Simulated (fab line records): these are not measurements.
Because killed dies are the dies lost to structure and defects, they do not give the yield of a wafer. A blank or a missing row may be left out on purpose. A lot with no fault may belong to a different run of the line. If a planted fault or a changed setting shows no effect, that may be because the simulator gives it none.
Matching of chambers | flow n5-finfet | N5_SD_EPI_N_DESCUM_14 on rie-diel-04: 4 sister chambers
The step chemistry O2, time 7.9 s. 8 wafers are shown with their chamber, then 9 later ones without.

== EACH WAFER AND ITS CHAMBER ==
wafer  | chamber | drypump-motor-current-A (A) | showerhead-plenum-p-Torr (Torr)
L086.1 | 3       | 5.0                         | 2.24
L086.2 | 1       | 5.3                         | 2.06
L092.2 | 2       | 5.7                         | 2.17
L092.3 | 0       | 5.9                         | 2.09
L092.4 | 2       | 5.7                         | 2.17
L094.1 | 1       | 5.4                         | 2.06
L094.2 | 0       | 5.9                         | 2.09
L094.4 | 3       | 5.0                         | 2.23

== WAFERS MISSING THEIR CHAMBER ==
wafer  | drypump-motor-current-A (A) | showerhead-plenum-p-Torr (Torr)
L095.2 | 5.7                         | 2.17
L095.3 | 5.9                         | 2.09
L095.4 | 4.9                         | 2.23
L097.1 | 5.9                         | 2.09
L097.2 | 5.7                         | 2.17
L097.3 | 5.0                         | 2.23
L097.4 | 5.4                         | 2.06
L097.5 | 5.7                         | 2.17
L097.6 | 4.9                         | 2.23

== WHICH CHAMBER EACH WENT THROUGH ==
wafer  | from the rows above | in truth
L095.2 | 2                   | 2
L095.3 | 0                   | 0
L095.4 | 3                   | 3
L097.1 | 0                   | 0
L097.2 | 2                   | 2
L097.3 | 3                   | 3
L097.4 | 1                   | 1
L097.5 | 2                   | 2
L097.6 | 3                   | 3
Correctly placed: 9 of 9. Left unplaced by these rows: 0. Placed wrongly: 0.
How it was worked out, from the rows above alone: a wafer's distance from a chamber is the root of the sum, over the readings, of the square of ((its reading less the chamber's mean) divided by the reading's scatter). The wafer belongs to the nearest chamber; if the next one is less than 2 further off, it can't be placed. For every chamber, the mean is computed from those of its wafers that are shown. The scatter: take each reading less its chamber's mean, square it, sum over the shown wafers, divide by the number of wafers less the number of chambers, and take the root.
